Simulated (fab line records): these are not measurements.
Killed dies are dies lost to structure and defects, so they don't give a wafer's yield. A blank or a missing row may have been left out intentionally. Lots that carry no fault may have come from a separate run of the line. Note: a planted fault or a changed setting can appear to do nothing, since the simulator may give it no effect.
Which of the tools did it?    flow n5Finfet    36 wafers from 12 lots sampled at 2 of the route's 1938 steps

WHAT THE GAUGES READ, wafer by wafer
N5_BEOL_M14_CD_MEAS_28: target cd 284.4 nm. Usual: cdNm 284.8 nm, standard deviation 2.1.
lot   measured      on        cdNm (nm)          flag
L506  day 11 10:59  cdSem-02  284.8 283.1 285.2  
L509  day 12 02:01  cdSem-03  287.6 282.7 281.6  
L512  day 12 12:55  cdSem-03  283.8 284.2 283.6  
L513  day 12 18:58  cdSem-02  283.3 282.1 285.3  
L516  day 13 11:41  cdSem-03  289.5 286.0 288.3  
L517  day 13 12:41  cdSem-02  284.7 288.6 281.8  
L520  day 14 18:28  cdSem-02  284.6 284.9 285.1  
L519  day 14 19:18  cdSem-01  285.8 283.6 281.1  
L521  day 15 07:35  cdSem-01  283.5 285.5 286.1  
L523  day 15 11:28  cdSem-03  286.6 280.0 280.8  
L524  day 15 22:38  cdSem-03  284.4 284.8 284.1  
L528  day 16 22:01  cdSem-03  282.5 285.1 283.9  

N5_BEOL_M14_INSPECT_30: inspects for defects (macro). Usual: rawDefectCount 2.0, standard deviation 1.4.
lot   measured      on                rawDefectCount  flag
L506  day 11 11:02  defectInspect-02  2 2 2           
L509  day 12 02:04  defectInspect-01  3 2 3           
L512  day 12 12:58  defectInspect-02  0 2 4           
L513  day 12 19:01  defectInspect-01  1 1 0           
L516  day 13 11:44  defectInspect-02  1 9 5           
L517  day 13 12:44  defectInspect-01  2 5 3           
L520  day 14 18:31  defectInspect-02  1 2 2           
L519  day 14 19:22  defectInspect-02  3 2 0           
L521  day 15 07:38  defectInspect-02  1 1 1           
L523  day 15 11:32  defectInspect-02  4 0 2           
L524  day 15 22:41  defectInspect-01  2 3 3           
L528  day 16 22:04  defectInspect-02  3 5 4           

WHICH TOOL RAN EACH LOT (tool, then ch and the chambers of the sampled wafers, then the start)
There is no process step in the record ahead of these readings.

AS READ BY THE TOOLS THEMSELVES (means over the sampled wafers that have a number; for cases with no such wafer, the mark the record gives instead)
The record holds no such reading with a usual standard deviation.

THE ANSWER, worked out from the rows above alone
Rule: a lot counts as off when the mean over its wafers that have a number is more than 3 standard deviations away from the usual mean. Also off: a lot with no number at a reading for which 4 or more lots have one. Any other lot the step has rows for is counted as sound. After the gauges, taken in route order, come the tools' own readings; for these a lot's mean is taken, as printed above. The first step at which some lot is off is used, and at that step the reading that is off furthest; a lot without a number counts as furthest.
Nothing can be told from this: no lot is off at any reading shown.

WHAT HAD BEEN PUT IN BY THE SIMULATOR
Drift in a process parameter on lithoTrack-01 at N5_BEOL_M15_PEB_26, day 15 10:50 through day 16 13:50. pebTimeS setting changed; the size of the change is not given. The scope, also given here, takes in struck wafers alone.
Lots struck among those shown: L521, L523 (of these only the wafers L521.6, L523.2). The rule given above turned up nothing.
